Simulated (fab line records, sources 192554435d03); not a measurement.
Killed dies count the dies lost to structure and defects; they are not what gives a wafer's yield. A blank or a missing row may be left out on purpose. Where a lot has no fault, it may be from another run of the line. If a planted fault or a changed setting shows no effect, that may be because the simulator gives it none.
8D (eight disciplines) problem report, filled in by code	flow n5-finfet	the parts of the form that need people (team, actions taken, sign-off) are left out

## 1. THE ISSUE
Mean of chamber-pressure-mTorr at N5_BEOL_M15_STRIP_63: 21.01 mTorr across 3 wafers in 2 lots; on wafers with no fault it is 30.00 mTorr (standard deviation 0.043). That is -99 or more standard deviations from the usual mean.
The step: strips in O2.
The first sign was on wafer L218.3 at day 15 09:00, on rie-diel-04. The record has a number at this step for 33 wafers belonging to 11 lots. The rule behind "out" and "out of limits": a value lying over 4 standard deviations away from the usual mean. Any other wafer with a number is counted as sound.

## 2. WHAT IT IS AND WHAT IT IS NOT
question	is	is not
which readings at this step	chamber-pressure-mTorr	drypump-motor-current-A, oes-product-au, rf-vpp-V, showerhead-plenum-p-Torr, throttle-valve-pct
which lots	L218, L221	L205, L207, L209, L210, L211, L213, L223, L225, L226
which wafers of those lots	L218.3, L221.2, L221.6	L218.2, L218.5, L221.4
read on which tools	rie-diel-04	rie-diel-02
when	from day 15 09:00	up to then (20 sound wafers); but 10 sound wafers of L221, L223, L225, L226 came after

## 3. THE SUSPECTS, EACH WITH WHAT RULES IT OUT
Counting: any tool at a process step up to the reading remains a suspect provided it ran every lot that is out. Sound lots after the first of them don't rule it out here, since some wafers of a struck lot are sound.
- rie-diel-04 at N5_BEOL_M15_ETCH_59 (etches BARC in N2/H2, target depth 89 nm, overetch 26.7 nm, time 67.9 s): kept. It ran every lot that is out, first L218 (day 15 09:21); its last sound lot up to then is L213 (day 14 11:14).
- rie-diel-04 at N5_BEOL_M15_STRIP_63 (strips in O2): kept. It ran every lot that is out, first L218 (day 15 09:00); its last sound lot up to then is L213 (day 14 11:00). Its own readings are out on those wafers: chamber-pressure-mTorr.
- At N5_BEOL_M15_ETCH_59 on rie-diel-04, chamber 1 took the sound wafers of the same lots and chamber 2 took the wafers that are out.
- At N5_BEOL_M15_STRIP_63 on rie-diel-04, chamber 1 took the sound wafers of the same lots and chamber 2 took the wafers that are out.
Left after counting: rie-diel-04 at N5_BEOL_M15_ETCH_59, rie-diel-04 at N5_BEOL_M15_STRIP_63.

## 4. THE CAUSE (what the simulator had put in)
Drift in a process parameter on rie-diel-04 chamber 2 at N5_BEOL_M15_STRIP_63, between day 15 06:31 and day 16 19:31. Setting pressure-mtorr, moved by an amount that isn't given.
2 suspects survive the count, and this tool is in that group.

## 5. THE CHAIN OF EFFECTS, in route order
Each row: a reading whose mean over the struck wafers that have a number lies more than 3 standard deviations from the usual. Scope: only readings with a usual standard deviation given in the record; hours: median across lots of the time from each lot's start at the first step in this table that gives one to its start at this step; sigmas: change in usual standard deviations.
hours	step	reading	usual	on struck wafers	change	sigmas
0	N5_BEOL_M15_STRIP_63	chamber-pressure-mTorr	30.00 mTorr	21.01	-8.99	-99 or more
Its process steps:
- N5_BEOL_M15_STRIP_63: strips in O2.

## 6. HOW IT WOULD HAVE BEEN CAUGHT EARLIER
First out-of-limits reading in this record: day 15 09:00, which is 2 hours after fault onset at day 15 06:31.
